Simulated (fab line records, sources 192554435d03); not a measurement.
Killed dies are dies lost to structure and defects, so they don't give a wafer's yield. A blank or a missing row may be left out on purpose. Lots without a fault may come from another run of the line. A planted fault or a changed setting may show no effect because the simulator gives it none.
Which tool did it? | flow n5_finfet | 13 lots, 39 wafers sampled, at 4 steps of a route of 1938

WHAT THE GAUGES READ, wafer by wafer
N5_ILD0_THK_MEAS_13.
lot  | measured    | on            | thk_nm (nm)
L391 | day 3 19:55 | film_metro-02 | 18.9 20.2 19.5
L392 | day 3 23:16 | film_metro-02 | 20.3 19.7 19.2
L393 | day 4 10:25 | film_metro-02 | 18.6 18.0 18.4
L395 | day 4 17:41 | film_metro-02 | 20.2 20.1 19.1
L396 | day 5 00:17 | film_metro-02 | 18.4 17.8 18.2
L397 | day 5 04:44 | film_metro-01 | 14.9 17.5 17.0
L398 | day 5 14:52 | film_metro-02 | 15.7 16.3 17.8
L399 | day 5 20:44 | film_metro-01 | 14.3 17.1 18.5
L403 | day 6 23:31 | film_metro-01 | 15.0 18.2 17.9
L405 | day 7 07:26 | film_metro-02 | 18.3 20.0 20.1
L410 | day 8 12:38 | film_metro-02 | 16.1 18.7 18.9
L412 | day 9 06:06 | film_metro-02 | 18.2 18.4 19.1
L414 | day 9 11:56 | film_metro-01 | 17.8 17.5 18.4

N5_ILD0_INSPECT_06: inspects for defects (darkfield).
lot  | measured    | on                | raw_defect_count
L391 | day 3 19:57 | defect_inspect-02 | 28 46 32
L392 | day 3 23:17 | defect_inspect-02 | 42 25 28
L393 | day 4 10:26 | defect_inspect-01 | 50 30 41
L395 | day 4 17:43 | defect_inspect-01 | 38 48 72
L396 | day 5 00:19 | defect_inspect-01 | 74 54 36
L397 | day 5 04:46 | defect_inspect-02 | 24 19 26
L398 | day 5 14:54 | defect_inspect-01 | 16 18 24
L399 | day 5 20:46 | defect_inspect-02 | 21 35 22
L403 | day 6 23:32 | defect_inspect-01 | 48 74 30
L405 | day 7 07:28 | defect_inspect-01 | 40 27 16
L410 | day 8 12:40 | defect_inspect-02 | 48 17 25
L412 | day 9 06:07 | defect_inspect-02 | 14 18 35
L414 | day 9 11:57 | defect_inspect-02 | 26 17 15

WHICH TOOL RAN EACH LOT (tool, then ch and the chambers of the sampled wafers, then the start)
lot  | N5_SD_ACTIVATION_RTA_00         | N5_SD_ACTIVATION_LSA_01
L391 | rtp_anneal-01 ch 0, day 3 11:29 | laser_anneal-02 ch 0, day 3 11:43
L392 | rtp_anneal-01 ch 0, day 3 16:07 | laser_anneal-01 ch 0, day 3 16:19
L393 | rtp_anneal-01 ch 0, day 4 02:28 | laser_anneal-02 ch 0, day 4 02:40
L395 | rtp_anneal-01 ch 0, day 4 09:28 | laser_anneal-02 ch 0, day 4 09:40
L396 | rtp_anneal-02 ch 0, day 4 15:07 | laser_anneal-01 ch 0, day 4 15:19
L397 | rtp_anneal-02 ch 0, day 4 21:31 | laser_anneal-02 ch 0, day 4 21:44
L398 | rtp_anneal-01 ch 0, day 5 07:52 | laser_anneal-01 ch 0, day 5 08:05
L399 | rtp_anneal-01 ch 0, day 5 13:40 | laser_anneal-02 ch 0, day 5 13:52
L403 | rtp_anneal-02 ch 0, day 6 16:34 | laser_anneal-02 ch 0, day 6 16:46
L405 | rtp_anneal-02 ch 0, day 7 00:28 | laser_anneal-02 ch 0, day 7 00:40
L410 | rtp_anneal-01 ch 0, day 8 03:33 | laser_anneal-01 ch 0, day 8 03:45
L412 | rtp_anneal-01 ch 0, day 8 23:11 | laser_anneal-01 ch 0, day 8 23:23
L414 | rtp_anneal-02 ch 0, day 9 04:24 | laser_anneal-01 ch 0, day 9 04:36
- N5_SD_ACTIVATION_RTA_00: time 0 s.
- N5_SD_ACTIVATION_LSA_01: time 0.0008 s.

WHAT THE TOOLS THEMSELVES READ (means of the sampled wafers that have a number; where no wafer has one, the mark that the record gives instead)
N5_SD_ACTIVATION_RTA_00.
lot  | tool          | lamp_power_pct (%) | wafer_temp_C_max
L391 | rtp_anneal-01 | 8.98               | 976.0
L392 | rtp_anneal-01 | 9.00               | 974.0
L393 | rtp_anneal-01 | 9.00               | 976.9
L395 | rtp_anneal-01 | 8.96               | 974.0
L396 | rtp_anneal-02 | 8.95               | 973.9
L397 | rtp_anneal-02 | 8.93               | 975.6
L398 | rtp_anneal-01 | 8.98               | 975.7
L399 | rtp_anneal-01 | 8.96               | 973.6
L403 | rtp_anneal-02 | 8.95               | 976.4
L405 | rtp_anneal-02 | 8.97               | 975.6
L410 | rtp_anneal-01 | 8.97               | 976.4
L412 | rtp_anneal-01 | 8.98               | 974.8
L414 | rtp_anneal-02 | 8.96               | 976.2

N5_SD_ACTIVATION_LSA_01.
lot  | tool            | wafer_temp_C_max
L391 | laser_anneal-02 | 1083.2
L392 | laser_anneal-01 | 1087.9
L393 | laser_anneal-02 | 1083.6
L395 | laser_anneal-02 | 1084.5
L396 | laser_anneal-01 | 1090.8
L397 | laser_anneal-02 | 1084.0
L398 | laser_anneal-01 | 1089.4
L399 | laser_anneal-02 | 1083.5
L403 | laser_anneal-02 | 1106.0
L405 | laser_anneal-02 | 1107.1
L410 | laser_anneal-01 | 1087.3
L412 | laser_anneal-01 | 1089.3
L414 | laser_anneal-01 | 1088.4

THE ANSWER, worked out from the rows above alone
Rule: what is usual is taken from the lots themselves. Put in order of their means at a reading, lots are off if they are a third of the lots or fewer, leave a main group of 4 or more, and stand apart from it by a gap of 3 or more times the standard deviation of the main group's means; of several such gaps the widest counts. A main group whose means are all the same, to the digits that the tables above print for the reading, isn't used. A lot without any number at a reading at which 4 lots or more have one is off too. The other lots that the step has rows for count as sound. The gauges are gone through in route order, then the tools' own readings, and for those a lot's mean is taken as printed above. The first step at which some lot is off is used, and at that step the reading that is off furthest; a lot without a number counts as furthest.
Off: L403, L405, at N5_SD_ACTIVATION_LSA_01 (wafer_temp_C_max). The main group: mean 1086.5, standard deviation 2.7.
A tool fits if, at that step or a process step before it, it ran every lot that is off, and no sound lot after the first of them. One fits: laser_anneal-02 at N5_SD_ACTIVATION_LSA_01. Its last sound lot is L399 (day 5 13:52), its first lot that is off L403 (day 6 16:46): a fault that began between those two fits.
The tool's own readings at N5_SD_ACTIVATION_LSA_01 bear it out: on the lots that are off they differ by more than 5 times the standard deviation of the sound lots' means. wafer_temp_C_max reads 1106.5 there against 1086.5 on the sound lots.

WHAT THE SIMULATOR HAD PUT IN
Process parameter drift: laser_anneal-02, from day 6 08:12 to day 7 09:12, at N5_SD_ACTIVATION_LSA_01. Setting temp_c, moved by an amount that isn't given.
Lots struck among those shown: L403, L405. The rule above found the same.
